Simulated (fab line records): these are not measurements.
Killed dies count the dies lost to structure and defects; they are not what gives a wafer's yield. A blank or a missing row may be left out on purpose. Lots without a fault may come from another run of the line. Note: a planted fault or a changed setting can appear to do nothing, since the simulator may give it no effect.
Split-lot trial    flow n5-finfet    on a route of 1938 steps: 7 lots, 21 wafers read

ON THE SPLIT
At N5_SD_EPI_N_PEB_07 (peb time 60 s), the setting peb-temp-c was moved away from the recipe's 110 C on 6 of the 21 wafers read, by -2.5% to +2.6%. All remaining wafers had this setting at the recipe value.

BETWEEN THE SPLIT AND THE READING: the file shows 1 step in between
- N5_SD_EPI_N_DEVELOP_08: develop time 30 s

THE READING
cd-nm, in nm, at N5_SD_EPI_N_CD_MEAS_09 (target cd 120 nm). A value of 120.1 nm with a standard deviation of 0.73 nm is what fault-free wafers of this fab line usually give.

wafer   tool, chamber at the split  peb-temp-c as run, C  against the recipe  cd-nm, nm  against lot-mates on the recipe
L075.1  litho-track-03, 0           110                   recipe              120.3      -
L075.3  litho-track-03, 0           110                   recipe              120.9      -
L075.6  litho-track-03, 0           107.5                 -2.3%               113.2      -7.4
L076.2  litho-track-03, 0           108.3                 -1.5%               114.3      -5.4
L076.4  litho-track-03, 0           108.3                 -1.5%               115.5      -4.2
L076.6  litho-track-03, 0           110                   recipe              119.7      -
L084.2  litho-track-03, 0           110                   recipe              119.9      -
L084.5  litho-track-03, 0           110                   recipe              120.3      -
L084.6  litho-track-03, 0           110                   recipe              120.9      -
L085.2  litho-track-03, 0           107.2                 -2.5%               113.8      -6.3
L085.4  litho-track-03, 0           110                   recipe              120.1      -
L085.6  litho-track-03, 0           107.2                 -2.5%               113.1      -7.0
L089.3  litho-track-03, 0           110                   recipe              120.0      -
L089.5  litho-track-03, 0           110                   recipe              120.5      -
L089.6  litho-track-03, 0           110                   recipe              120.1      -
L091.2  litho-track-05, 0           112.9                 +2.6%               127.9      +8.0
L091.4  litho-track-05, 0           110                   recipe              120.5      -
L091.6  litho-track-05, 0           110                   recipe              119.4      -
L097.1  litho-track-03, 0           110                   recipe              121.0      -
L097.3  litho-track-03, 0           110                   recipe              120.3      -
L097.5  litho-track-03, 0           110                   recipe              120.7      -

FIT RESULTS
A straight line over all 21 wafers: cd-nm changes by +2.93 nm for each +1% of peb-temp-c; r = +0.99; the points scatter about the line by 0.58 nm.
The same after taking each lot's own level away (the mean of its wafers on the recipe; 21 wafers): +2.9 nm for each +1%; r = +0.99; scatter 0.5 nm.
Per that fit: largest peb-temp-c move, reading shift of 7.6 nm.
Across the lots, their own levels run from 119.70 to 120.67 nm, a range of 1.3 times the standard deviation given above.
The two slopes are in agreement: the lot-to-lot level therefore moves the slope only a little.
Check: with one of the wafers moved furthest among these (+2.6%) left out of the fit, the line predicts +7.48 nm for it against its lot-mates. Against them it came out at +7.95 nm.

OTHER SPLITS APPLIED TO THESE WAFERS
Before the reading, these wafers also passed through other splits. Each is held against what the fit with the lots' levels taken away leaves over:
other split on the same wafers          wafers away from the commonest value  r with cd-nm (lot level and that fit taken away)
N5_ZERO_LAYER_PECVD_02 time-s           9                                     +0.42
N5_ZERO_LAYER_COAT_05 spin-rpm          8                                     -0.12
N5_ZERO_LAYER_ETCH_18 bias-w            6                                     +0.11
N5_WELL_APT_PEB_06 peb-temp-c           6                                     +0.20
N5_PMOS_HMC_CHANNEL_EPI_ETCH_32 bias-w  4                                     -0.06
N5_FIN_CUT_COAT_02 spin-rpm             8                                     -0.10
N5_DUMMY_GATE_EXPOSE_12 dose-mj         7                                     -0.44
N5_DUMMY_GATE_ETCH_37 source-w          5                                     +0.34

FILE'S OWN FIT
cd-nm changes by +2.96 nm for each +1% of peb-temp-c, r = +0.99.
